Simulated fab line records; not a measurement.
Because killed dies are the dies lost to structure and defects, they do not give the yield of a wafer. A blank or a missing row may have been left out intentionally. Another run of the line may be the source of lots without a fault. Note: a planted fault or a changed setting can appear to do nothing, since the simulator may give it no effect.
Matching of chambers	flow n5_finfet	N5_BEOL_M0_SAQP_MANDREL_ETCH_20 on rie_si-04: 4 sister chambers
The step etches a-Si in HBr/Cl2, stops on SiNx, target depth 60 nm, bt time 10 s, time 30 s. 7 wafers are shown with their chamber, then 7 later ones without.

WAFERS, EACH WITH ITS CHAMBER
wafer	chamber	drypump_motor_current_A (A)	oes_product_au (a.u.)
L079.3	3	5.9	0.778
L084.6	0	5.3	0.757
L087.1	2	6.1	0.792
L087.4	1	5.1	0.778
L087.5	2	6.2	0.792
L089.2	1	5.1	0.764
L089.3	0	5.3	0.767

WAFERS WITHOUT THEIR CHAMBER
wafer	drypump_motor_current_A (A)	oes_product_au (a.u.)
L089.5	6.1	0.793
L091.1	5.2	0.761
L091.4	6.2	0.784
L091.6	5.3	0.757
L094.3	5.1	0.766
L094.5	6.1	0.796
L094.6	5.9	0.777

CHAMBER TAKEN BY EACH
wafer	from the rows above	in truth
L089.5	2	2
L091.1	can't be placed: 0 or 1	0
L091.4	2	2
L091.6	0	0
L094.3	1	1
L094.5	2	2
L094.6	3	3
6 of 7 placed correctly. From these rows, 1 cannot be placed; in 1 the true chamber is one of the candidates. 0 placed wrongly.
How it was worked out, from the rows above alone: a wafer's distance from a chamber is the root of the sum, over the readings, of the square of ((its reading less the chamber's mean) divided by the reading's scatter). The wafer belongs to the nearest chamber; if the next one is less than 2 further off, it can't be placed. Each chamber's mean is taken over the wafers shown for it. The scatter is the square root of a quotient: the sum, over the shown wafers, of each reading's squared deviation from its chamber's mean, divided by wafers minus chambers.
